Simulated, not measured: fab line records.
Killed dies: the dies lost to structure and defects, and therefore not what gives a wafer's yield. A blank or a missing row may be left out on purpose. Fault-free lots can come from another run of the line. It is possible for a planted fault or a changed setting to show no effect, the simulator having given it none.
A lot that was struck, set against a sound lot | flow nand_harc | 17 steps out of a route of 1302
Sound: wafers L374.1, L374.4, L374.5. Struck: wafers L378.2, L378.5 (left out: L378.3, a lot-mate that was not struck); the cause follows at the end.
At each step with rows: each side's tool, then ch and its chambers, then its first start. Under that, the readings that differ: sound wafers | struck wafers | difference of the means | sigmas: that difference in standard deviations of wafers without a fault.
alike: same words and numbers on both sides, and readings whose means sit less than 2 such deviations apart. not compared: any withheld reading, any reading some wafer has no value for, any bound like >300 that may hide the same value, and any number with overlapping values for which the record gives no deviation.
The two part at a step that has a row with sigmas, a row that says differs or no value, or rows on one side only. Non-overlapping numbers with no deviation appear without sigmas and do not part them. Lack of a reading on every wafer of one side parts them only where that side has two or more wafers.

NHARC_P_M1_INSPECT_11:
  sound on defect_inspect-02, day 9 04:55; struck on defect_inspect-01, day 10 17:26
  alike: raw_defect_count
then, 1 step without rows for these wafers: NHARC_P_M1_DESCUM_14 (chemistry O2, time 3 s).
NHARC_P_M1_ETCH_35: etches the open film in N2/H2, target depth 40 nm, overetch 12 nm, time 43.94 s.
  sound on rie_diel-11 ch 2,3, day 9 05:03; struck on rie_diel-11 ch 2, day 10 17:35
  alike: drypump_motor_current_A, mfc_ar_sccm, oes_product_au, rf_vpp_V, showerhead_plenum_p_Torr, throttle_valve_pct
  not compared: rf_hours_counter_h
NHARC_P_M1_ETCH_15: etches the open film in C4F8/Ar, target depth 182.5 nm, time 91.2 s.
  sound: rie_diel-11 ch 0,1,3; struck: rie_diel-11 ch 0,2
  alike: oes_product_au, rf_vpp_V
  not compared: rf_hours_counter_h
NHARC_P_M1_CD_MEAS_16:
  sound on cd_sem-02, day 9 05:16; struck on cd_sem-01, day 10 17:49
  alike: cd_nm
NHARC_P_M1_STRIP_18: strips in N2/H2.
  sound on rie_diel-09 ch 0,3, day 9 05:21; struck on rie_diel-09 ch 0, day 10 17:53
  alike: drypump_motor_current_A, mfc_ar_sccm, oes_product_au, rf_vpp_V, showerhead_plenum_p_Torr, throttle_valve_pct
  not compared: rf_hours_counter_h
NHARC_P_M1_ETCH_28: etches the open film in CF4/N2, target depth 30 nm, time 72.99 s.
  sound: rie_diel-09 ch 0,1; struck: rie_diel-09 ch 0,3
  alike: cf4_flow_sccm, drypump_motor_current_A, mfc_ar_sccm, oes_product_au, rf_vpp_V, showerhead_plenum_p_Torr, throttle_valve_pct
  not compared: rf_hours_counter_h
then, 5 steps without rows for these wafers: NHARC_P_M1_STRIP_19 (strips in post etch residue remover, time 600 s); NHARC_P_M1_DEGAS_29 (time 60 s); NHARC_P_M1_PRE_CLEAN_30 (time 30 s); NHARC_P_M1_PVD_20 (deposits TaN, target thk 5 nm, time 8.06 s); NHARC_P_M1_PVD_21 (deposits Cu, target thk 30 nm, time 20.49 s).
NHARC_P_M1_ECD_22: material Cu, target thk 400 nm.
  sound on ecd_cu-01 ch 0,1, day 9 06:25; struck on ecd_cu-01 ch 0, day 10 18:57
NHARC_P_M1_ANNEAL_31: time 90 s.
  sound on rtp_anneal-02 ch 0, day 9 06:44; struck on rtp_anneal-01 ch 0, day 10 19:22
  alike: anneal_temp_c, wafer_temp_C_max
NHARC_P_M1_CMP_23: polishes, t overpolish 20 s, target thk 157.82 nm.
  sound on cmp-04 ch 0,1,2, day 9 07:07; struck on cmp-04 ch 1,3, day 10 19:41
  reading                | sound    | struck | difference | sigmas
  time_to_endpoint_s (s) | 27 27 25 | 17 12  | -12        | -3
  alike: motor_current_A
NHARC_P_M1_THK_MEAS_24: measures by xrf.
  sound on film_metro-02, day 9 07:24; struck on film_metro-01, day 10 19:58
  alike: thk_nm
-- jump in the record: it breaks off in module P_M1 and resumes in module END (first step shown: number 1302 of the route), and 18 days separate the struck wafers' starts before and after --
NHARC_END_SORT_01:
  sound on prober-01 ch 0, day 27 00:44; struck on prober-02 ch 0, day 28 23:54
  reading             | sound    | struck | difference | sigmas
  killed_at_array     | 93 81 69 | 55 37  | -35        | -2
  killed_at_periphery | 1 3 2    | 8 8    | +6         | +2
  killed_short        | 0 1 1    | 5 3    | +3         | +2
  alike: defect_limited_yield, killed_at_other, killed_dies, killed_open, sort_bin_2_pct, sort_bin_3_pct, sort_bin_4_pct, sort_n_pass, sort_rim_yield_pct, sort_yield_pct

== WHERE THEY PART ==
First at NHARC_P_M1_CMP_23; last, within this record, at NHARC_END_SORT_01.

WHY: what had been put in by the simulator
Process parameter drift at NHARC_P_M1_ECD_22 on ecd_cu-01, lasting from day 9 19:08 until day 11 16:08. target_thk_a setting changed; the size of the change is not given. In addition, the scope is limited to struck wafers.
